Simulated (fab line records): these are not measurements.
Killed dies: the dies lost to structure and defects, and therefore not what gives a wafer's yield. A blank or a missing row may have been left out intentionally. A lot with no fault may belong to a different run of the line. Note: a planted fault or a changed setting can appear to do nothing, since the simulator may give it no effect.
Matching of chambers | flow nand-harc | NHARC_A_SGD_CUT_ETCHBACK_24 on rie-diel-09 has 4 sister chambers
The step etches the open film in CH3F/O2, target depth 50 nm, time 92.857 s. 16 wafers are shown with their chamber, then 8 later ones without.

== WAFERS WITH THEIR CHAMBER ==
wafer  | chamber | showerhead-plenum-p-Torr (Torr) | drypump-motor-current-A (A) | rf-vpp-V (V)
L076.1 | 1       | 2.29                            | 6.1                         | 241.8
L076.4 | 1       | 2.29                            | 6.1                         | 242.8
L076.6 | 3       | 2.55                            | 6.0                         | 243.9
L080.1 | 3       | 2.55                            | 6.0                         | 244.8
L080.4 | 2       | 2.55                            | 5.1                         | 245.3
L080.6 | 0       | 2.62                            | 5.4                         | 247.4
L082.1 | 2       | 2.55                            | 5.1                         | 245.2
L082.2 | 3       | 2.55                            | 6.0                         | 245.2
L082.4 | 1       | 2.29                            | 5.9                         | 241.3
L083.2 | 2       | 2.55                            | 5.1                         | 245.8
L083.3 | 0       | 2.62                            | 5.4                         | 246.6
L083.5 | 0       | 2.62                            | 5.4                         | 247.6
L089.2 | 2       | 2.55                            | 5.1                         | 244.4
L089.3 | 1       | 2.28                            | 6.0                         | 240.6
L089.4 | 0       | 2.62                            | 5.4                         | 247.3
L092.1 | 3       | 2.55                            | 6.0                         | 245.5

SIGNATURES (means of the wafers above)
reading                  | chamber 0 | chamber 1 | chamber 2 | chamber 3 | scatter within a chamber
showerhead-plenum-p-Torr | 2.6200    | 2.2875    | 2.5500    | 2.5500    | 0.0025
drypump-motor-current-A  | 5.400     | 6.025     | 5.100     | 6.000     | 0.0479
rf-vpp-V                 | 247.225   | 241.625   | 245.175   | 244.850   | 0.683
Rule: a wafer lies at a distance from a chamber equal to the root of the sum of squares, over the readings, of (its reading less the chamber's mean, divided by the reading's scatter). The wafer belongs to the nearest chamber; if the next one is less than 2 further off, it can't be placed. The scatter is the square root of a quotient: the sum, over the shown wafers, of each reading's squared deviation from its chamber's mean, divided by wafers minus chambers.

== WAFERS MISSING THEIR CHAMBER ==
wafer  | showerhead-plenum-p-Torr (Torr) | drypump-motor-current-A (A) | rf-vpp-V (V)
L092.4 | 2.55                            | 5.1                         | 244.5
L092.5 | 2.55                            | 6.1                         | 246.1
L093.1 | 2.55                            | 6.0                         | 245.4
L093.5 | 2.55                            | 6.0                         | 246.8
L093.6 | 2.55                            | 5.1                         | 245.9
L095.3 | 2.62                            | 5.4                         | 246.7
L095.4 | 2.28                            | 6.0                         | 242.2
L095.5 | 2.55                            | 5.1                         | 244.8

== EACH ONE'S CHAMBER ==
wafer  | from the rows above | in truth
L092.4 | 2                   | 2
L092.5 | 3                   | 3
L093.1 | 3                   | 3
L093.5 | 3                   | 3
L093.6 | 2                   | 2
L095.3 | 0                   | 0
L095.4 | 1                   | 1
L095.5 | 2                   | 2
Correct placement for 8 of the 8. From these rows, 0 cannot be placed. Wrongly placed: 0.
